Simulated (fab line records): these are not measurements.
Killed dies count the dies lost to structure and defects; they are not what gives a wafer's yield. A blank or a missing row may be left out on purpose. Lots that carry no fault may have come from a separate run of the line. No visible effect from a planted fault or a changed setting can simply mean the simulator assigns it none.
The tool behind it: which one?    flow nand-harc    Sampling: 23 lots, 69 wafers, 3 of 1302 route steps

WHAT THE GAUGES SHOWED, per wafer
NHARC_P_GATE_CD_MEAS_26: target cd 120 nm.
lot   measured      on         cd-nm (nm)
L074  day 5 06:51   cd-sem-01  119.9 119.6 119.7
L075  day 5 07:00   cd-sem-02  120.4 119.6 119.9
L076  day 5 18:50   cd-sem-01  119.9 119.7 120.5
L077  day 6 07:51   cd-sem-01  119.9 121.1 120.2
L078  day 6 17:22   cd-sem-03  119.8 120.9 120.2
L079  day 7 02:13   cd-sem-03  120.6 119.7 120.2
L080  day 7 17:55   cd-sem-01  120.3 120.5 119.7
L081  day 8 02:44   cd-sem-03  119.8 119.7 119.4
L082  day 8 09:20   cd-sem-03  120.1 119.8 120.3
L083  day 9 09:27   cd-sem-03  119.6 120.6 119.6
L084  day 9 13:21   cd-sem-02  121.2 120.5 120.2
L085  day 9 17:47   cd-sem-01  120.8 120.4 120.5
L086  day 10 04:23  cd-sem-02  120.1 120.5 120.0
L087  day 10 13:02  cd-sem-03  120.0 120.2 120.9
L088  day 11 00:54  cd-sem-03  120.5 120.1 120.9
L089  day 11 11:59  cd-sem-03  119.9 120.0 119.6
L090  day 11 21:40  cd-sem-03  119.2 119.2 119.2
L091  day 12 03:55  cd-sem-03  119.7 120.0 120.1
L092  day 12 22:57  cd-sem-03  121.1 120.4 120.2
L093  day 13 06:11  cd-sem-03  120.8 120.1 120.3
L094  day 13 12:05  cd-sem-02  120.3 120.0 120.4
L095  day 13 22:17  cd-sem-01  120.2 119.8 120.2
L096  day 14 03:07  cd-sem-02  119.7 119.6 120.5

WHICH TOOL RAN EACH LOT (tool, then ch and the chambers of the sampled wafers, then the start)
lot   NHARC_P_ZERO_WELL_ETCH_65           NHARC_P_ZERO_WELL_DESCUM_39
L074  rie-diel-12 ch 0,3, day 1 21:29     rie-diel-03 ch 0,1,2, day 2 00:27
L075  rie-diel-03 ch 0,1, day 2 07:22     rie-diel-12 ch 1,3, day 2 10:31
L076  rie-diel-08 ch 0,1,2, day 2 17:21   rie-diel-08 ch 0,1,2, day 2 20:08
L077  rie-diel-12 ch 0,1,3, day 3 03:33   rie-diel-03 ch 0,1,3, day 3 06:35
L078  rie-diel-08 ch 1,2,3, day 3 13:29   rie-diel-12 ch 0,1, day 3 16:10
L079  rie-diel-03 ch 0,3, day 3 23:29     rie-diel-12 ch 0,1,3, day 4 02:17
L080  rie-diel-08 ch 1,2,3, day 4 09:29   rie-diel-08 ch 0,3, day 4 12:15
L081  rie-diel-08 ch 1,2, day 4 19:29     rie-diel-03 ch 0,1,3, day 4 22:09
L082  rie-diel-12 ch 0,1,2, day 5 05:32   rie-diel-08 ch 0,2, day 5 08:22
L083  rie-diel-12 ch 1,2,3, day 5 15:33   rie-diel-12 ch 0,1, day 5 18:21
L084  rie-diel-12 ch 0,3, day 6 01:34     rie-diel-03 ch 0,1, day 6 04:14
L085  rie-diel-12 ch 0,3, day 6 11:36     rie-diel-12 ch 0,1,3, day 6 14:28
L086  rie-diel-08 ch 1,2,3, day 6 21:25   rie-diel-12 ch 1,2,3, day 7 03:00
L087  rie-diel-08 ch 0,1, day 7 07:32     rie-diel-03 ch 0,1, day 7 10:19
L088  rie-diel-03 ch 0,2,3, day 7 17:23   rie-diel-03 ch 0,1,3, day 7 20:09
L089  rie-diel-12 ch 1,2,3, day 8 03:35   rie-diel-08 ch 0,3, day 8 06:41
L090  rie-diel-08 ch 0,2,3, day 8 13:30   rie-diel-12 ch 0,1,3, day 8 16:26
L091  rie-diel-03 ch 0,2, day 8 23:30     rie-diel-12 ch 2,3, day 9 02:17
L092  rie-diel-03 ch 0,1,3, day 9 09:25   rie-diel-12 ch 1,2,3, day 9 12:07
L093  rie-diel-12 ch 0,1,3, day 9 19:29   rie-diel-08 ch 1,2,3, day 9 22:18
L094  rie-diel-12 ch 0,2,3, day 10 05:35  rie-diel-08 ch 1,2, day 10 08:56
L095  rie-diel-12 ch 1,2,3, day 10 15:29  rie-diel-12 ch 0,2,3, day 10 18:26
L096  rie-diel-03 ch 0,2,3, day 11 01:32  rie-diel-03 ch 0,1, day 11 04:23
- NHARC_P_ZERO_WELL_ETCH_65: etches the open film in N2/H2, target depth 80 nm, overetch 24 nm, time 87.88 s.
- NHARC_P_ZERO_WELL_DESCUM_39: chemistry O2, time 3 s.

WHAT THE TOOLS THEMSELVES READ (means of the sampled wafers that have a number; where no wafer has one, the mark that the record gives instead)
NHARC_P_ZERO_WELL_ETCH_65.
lot   tool         drypump-motor-current-A (A)  oes-product-au (a.u.)  rf-vpp-V (V)  showerhead-plenum-p-Torr (Torr)  throttle-valve-pct (%)
L074  rie-diel-12  5.5                          0.995                  430.3         2.03                             14.173
L075  rie-diel-03  5.1                          1.005                  431.6         2.07                             14.166
L076  rie-diel-08  6.0                          0.989                  428.3         1.96                             14.173
L077  rie-diel-12  5.6                          1.001                  431.6         2.07                             14.168
L078  rie-diel-08  5.9                          0.995                  427.5         1.93                             14.170
L079  rie-diel-03  5.3                          1.004                  431.1         2.06                             14.174
L080  rie-diel-08  5.9                          0.993                  427.0         1.93                             14.165
L081  rie-diel-08  6.2                          0.992                  426.6         1.92                             14.178
L082  rie-diel-12  5.5                          1.004                  431.9         2.07                             14.171
L083  rie-diel-12  5.5                          1.000                  431.6         2.06                             14.175
L084  rie-diel-12  5.5                          1.005                  430.5         2.04                             14.176
L085  rie-diel-12  5.5                          1.005                  430.2         2.02                             14.165
L086  rie-diel-08  5.9                          1.000                  428.1         1.92                             14.176
L087  rie-diel-08  5.9                          0.998                  428.1         1.97                             14.170
L088  rie-diel-03  5.3                          1.011                  430.6         2.06                             14.180
L089  rie-diel-12  5.5                          1.003                  430.5         2.05                             14.172
L090  rie-diel-08  5.7                          0.998                  427.6         1.95                             14.175
L091  rie-diel-03  5.3                          1.009                  430.4         2.06                             14.173
L092  rie-diel-03  5.3                          1.008                  429.9         2.01                             14.176
L093  rie-diel-12  5.5                          1.005                  431.5         2.05                             14.173
L094  rie-diel-12  5.4                          1.010                  429.9         2.02                             14.166
L095  rie-diel-12  5.5                          1.002                  431.6         2.04                             14.168
L096  rie-diel-03  5.3                          0.997                  430.6         2.05                             14.165

NHARC_P_ZERO_WELL_DESCUM_39.
lot   tool         drypump-motor-current-A (A)  oes-product-au (a.u.)  rf-vpp-V (V)  showerhead-plenum-p-Torr (Torr)  throttle-valve-pct (%)
L074  rie-diel-03  5.28                         1.006                  57.9          1.91                             11.311
L075  rie-diel-12  5.60                         1.003                  57.9          1.97                             11.307
L076  rie-diel-08  5.99                         0.997                  56.6          1.84                             11.309
L077  rie-diel-03  5.26                         0.996                  57.4          1.90                             11.305
L078  rie-diel-12  5.53                         1.007                  58.6          1.95                             11.315
L079  rie-diel-12  5.54                         0.996                  57.6          1.94                             11.314
L080  rie-diel-08  5.56                         0.991                  58.1          1.87                             11.315
L081  rie-diel-03  5.25                         0.999                  57.7          1.90                             11.313
L082  rie-diel-08  5.78                         0.996                  58.3          1.85                             11.308
L083  rie-diel-12  5.55                         1.010                  57.0          1.95                             11.314
L084  rie-diel-03  5.20                         0.993                  57.3          1.85                             11.314
L085  rie-diel-12  5.54                         1.001                  58.4          1.94                             11.317
L086  rie-diel-12  5.45                         1.000                  57.6          1.93                             11.319
L087  rie-diel-03  5.21                         1.003                  57.5          1.85                             11.312
L088  rie-diel-03  5.28                         1.000                  58.0          1.89                             11.303
L089  rie-diel-08  5.49                         1.002                  58.4          1.84                             11.307
L090  rie-diel-12  5.55                         0.998                  57.5          1.93                             11.318
L091  rie-diel-12  5.40                         1.001                  57.0          1.88                             11.306
L092  rie-diel-12  5.44                         1.007                  57.5          1.92                             11.312
L093  rie-diel-08  5.91                         0.985                  57.0          1.80                             11.307
L094  rie-diel-08  6.21                         1.004                  57.5          1.80                             11.314
L095  rie-diel-12  5.38                         1.005                  58.1          1.89                             11.316
L096  rie-diel-03  5.21                         1.007                  57.8          1.84                             11.318

THE ANSWER, worked out from the rows above alone
Rule: the lots themselves supply what counts as usual. The widest of any qualifying gaps counts: lots, ordered by their means at a reading, are off when they make up no more than a third of the lots, leave a main group of 4 or more, and stand apart from it by 3 or more times the standard deviation of that group's means. Not used: any main group whose means are identical at the precision the tables above print for the reading. A lot without any number at a reading at which 4 lots or more have one is off too. Where the step has rows for the other lots, those lots are counted as sound. The gauges are gone through in route order, then the tools' own readings, and for those a lot's mean is taken as printed above. At the first step where some lot is off, the reading lying furthest off is the one used; lots without a number count as furthest.
No lot is off on any of the readings shown, so nothing can be concluded from this.

WHAT HAD BEEN PUT IN BY THE SIMULATOR
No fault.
